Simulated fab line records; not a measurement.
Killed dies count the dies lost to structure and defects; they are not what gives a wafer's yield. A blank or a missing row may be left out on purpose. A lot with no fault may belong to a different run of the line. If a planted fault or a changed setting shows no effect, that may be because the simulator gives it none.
Chamber matching / flow nand_harc / NHARC_A_STAIRCASE_TRIM_187 on rie_diel-02: 4 sister chambers
The step chemistry O2, time 211.2 s. 8 wafers are shown with their chamber, then 11 later ones without.

WAFERS PAIRED WITH THEIR CHAMBERS
wafer=L086.2; chamber=0; drypump_motor_current_A (A)=5.8; showerhead_plenum_p_Torr (Torr)=3.39
wafer=L086.5; chamber=3; drypump_motor_current_A (A)=5.2; showerhead_plenum_p_Torr (Torr)=3.47
wafer=L083.5; chamber=1; drypump_motor_current_A (A)=6.0; showerhead_plenum_p_Torr (Torr)=3.30
wafer=L083.6; chamber=2; drypump_motor_current_A (A)=5.3; showerhead_plenum_p_Torr (Torr)=3.41
wafer=L092.4; chamber=1; drypump_motor_current_A (A)=6.0; showerhead_plenum_p_Torr (Torr)=3.30
wafer=L092.5; chamber=3; drypump_motor_current_A (A)=5.2; showerhead_plenum_p_Torr (Torr)=3.46
wafer=L092.6; chamber=0; drypump_motor_current_A (A)=5.9; showerhead_plenum_p_Torr (Torr)=3.39
wafer=L093.1; chamber=2; drypump_motor_current_A (A)=5.4; showerhead_plenum_p_Torr (Torr)=3.40

WAFERS WHOSE CHAMBER IS MISSING
wafer=L093.2; drypump_motor_current_A (A)=5.8; showerhead_plenum_p_Torr (Torr)=3.39
wafer=L093.3; drypump_motor_current_A (A)=6.0; showerhead_plenum_p_Torr (Torr)=3.29
wafer=L094.1; drypump_motor_current_A (A)=5.2; showerhead_plenum_p_Torr (Torr)=3.46
wafer=L094.2; drypump_motor_current_A (A)=5.9; showerhead_plenum_p_Torr (Torr)=3.39
wafer=L094.3; drypump_motor_current_A (A)=6.0; showerhead_plenum_p_Torr (Torr)=3.29
wafer=L095.3; drypump_motor_current_A (A)=5.2; showerhead_plenum_p_Torr (Torr)=3.46
wafer=L095.4; drypump_motor_current_A (A)=6.0; showerhead_plenum_p_Torr (Torr)=3.29
wafer=L095.6; drypump_motor_current_A (A)=5.9; showerhead_plenum_p_Torr (Torr)=3.38
wafer=L097.1; drypump_motor_current_A (A)=5.3; showerhead_plenum_p_Torr (Torr)=3.40
wafer=L097.4; drypump_motor_current_A (A)=5.2; showerhead_plenum_p_Torr (Torr)=3.46
wafer=L097.5; drypump_motor_current_A (A)=5.4; showerhead_plenum_p_Torr (Torr)=3.40

THE CHAMBER EACH PASSED THROUGH
wafer=L093.2; from the rows above=0; in truth=0
wafer=L093.3; from the rows above=1; in truth=1
wafer=L094.1; from the rows above=3; in truth=3
wafer=L094.2; from the rows above=0; in truth=0
wafer=L094.3; from the rows above=1; in truth=1
wafer=L095.3; from the rows above=3; in truth=3
wafer=L095.4; from the rows above=1; in truth=1
wafer=L095.6; from the rows above=0; in truth=0
wafer=L097.1; from the rows above=2; in truth=2
wafer=L097.4; from the rows above=3; in truth=3
wafer=L097.5; from the rows above=2; in truth=2
11 of 11 placed correctly. From these rows, 0 cannot be placed. Number placed wrongly: 0.
How it was worked out, from the rows above alone: a wafer's distance from a chamber is the root of the sum, over the readings, of the square of ((its reading less the chamber's mean) divided by the reading's scatter). If the next closest chamber is less than 2 further off than the closest, the wafer can't be placed; otherwise it belongs to the closest. Each chamber's mean is taken over the wafers shown for it. The scatter is the square root of a quotient: the sum, over the shown wafers, of each reading's squared deviation from its chamber's mean, divided by wafers minus chambers.
